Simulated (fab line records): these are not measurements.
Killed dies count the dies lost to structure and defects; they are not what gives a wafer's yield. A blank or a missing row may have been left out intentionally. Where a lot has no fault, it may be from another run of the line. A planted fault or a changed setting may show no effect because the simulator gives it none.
A lot that was struck, set against a sound lot ; flow nandHarc ; 14 steps out of a route of 1302
Sound: the wafers L608.4, L608.5, L608.6. Wafers struck: L611.1, L611.2, L611.6. The cause is given at the end.
Per side, at each step with rows, come the tool, then ch with its chambers, and then its first start. Under that, the readings that differ: sound wafers ; struck wafers ; difference of the means ; sigmas: that difference in standard deviations of wafers without a fault.
alike: words and numbers the same on both sides, and readings whose means are apart by under 2 such deviations; not compared: readings that were withheld, readings missing a value for some wafer, numbers with overlapping values and no deviation given by the record, and bounds like >300 which may hide the same value.
The two part at a step that has a row with sigmas, a row that says differs or no value, or rows on one side only. Non-overlapping numbers with no deviation appear without sigmas and do not part them. Lack of a reading on every wafer of one side parts them only where that side has two or more wafers.

NHARC_A_BLC_OVL_MEAS_11:
  sound on overlay-02, day 30 04:48; struck on overlay-01, day 31 17:40
reading;sound;struck;difference;sigmas
overlayXNm (nm);1.3 1.1 1.3;-0.7 -0.8 -1.1;-2.1;-3
  alike: overlayYNm
NHARC_A_BLC_INSPECT_12:
  sound on defectInspect-01, day 30 04:50; struck on defectInspect-01, day 31 17:43
  alike: rawDefectCount
NHARC_A_BLC_DESCUM_15: chemistry O2, time 3 s.
  sound on rieDiel-06 ch 1,2, day 30 04:54; struck on rieDiel-06 ch 0,3, day 31 17:47
  alike: drypumpMotorCurrentA, oesProductAu, rfVppV, showerheadPlenumPTorr, throttleValvePct
  not compared: rfHoursCounterH
NHARC_A_BLC_ETCH_16: etches the open film in CF4, target depth 39 nm, time 65 s.
  sound on rieDiel-06 ch 1,2, day 30 04:59; struck on rieDiel-06 ch 1,2,3, day 31 18:01
  alike: biasW, drypumpMotorCurrentA, oesProductAu, rfVppV, showerheadPlenumPTorr, throttleValvePct
  not compared: rfHoursCounterH
then, 1 step without rows for these wafers: NHARC_A_BLC_ETCH_17 (etches the open film in N2/H2, target depth 390 nm, time 609.38 s).
NHARC_A_BLC_ETCH_18: etches the open film in C4F8/O2/Ar, target depth 910 nm.
  sound on rieDiel-06 ch 0,2,3; struck on rieDiel-06 ch 1,3
  alike: biasW, oesProductAu, rfVppV
  not compared: rfHoursCounterH
NHARC_A_BLC_CD_MEAS_19:
  sound on cdSem-03, day 30 05:52; struck on cdSem-01, day 31 18:53
  alike: cdNm
NHARC_A_BLC_STRIP_29: strips in CF4.
  sound on rieDiel-01 ch 0,1,2, day 30 05:57; struck on rieDiel-06 ch 1,2,3, day 31 18:59
  alike: drypumpMotorCurrentA, oesProductAu, rfVppV, showerheadPlenumPTorr, throttleValvePct
  not compared: rfHoursCounterH
then, 2 steps without rows for these wafers: NHARC_A_BLC_STRIP_21 (strips in O2); NHARC_A_BLC_STRIP_22 (strips in post etch residue remover, time 600 s).
NHARC_A_BLC_DEGAS_30: time 60 s.
  sound on pvdSputter-01, day 30 06:30; struck on pvdSputter-02, day 31 19:33
  alike: heaterPowerW
then, 1 step without rows for these wafers: NHARC_A_BLC_PRE_CLEAN_31 (time 15 s).
NHARC_A_BLC_PVD_32: deposits Ti, target thk 5 nm, time 17.7 s.
  sound on pvdSputter-01, day 30 06:37; struck on pvdSputter-02, day 31 19:41
  no value came back on the struck wafers for cathodeDcPowerW (W), chamberPressurePa (Pa), throttleValvePct (%); on the sound wafers cathodeDcPowerW (W) reads 5000.8 5001.1 4998.9
then, 1 step without rows for these wafers: NHARC_A_BLC_ALD_23 (deposits TiN, target thk 3 nm, pulse time 1 s, ald cycles 150).

## WHERE THEY PART
First at NHARC_A_BLC_OVL_MEAS_11; last, within this record, at NHARC_A_BLC_PVD_32.

WHY: whatever the simulator had introduced
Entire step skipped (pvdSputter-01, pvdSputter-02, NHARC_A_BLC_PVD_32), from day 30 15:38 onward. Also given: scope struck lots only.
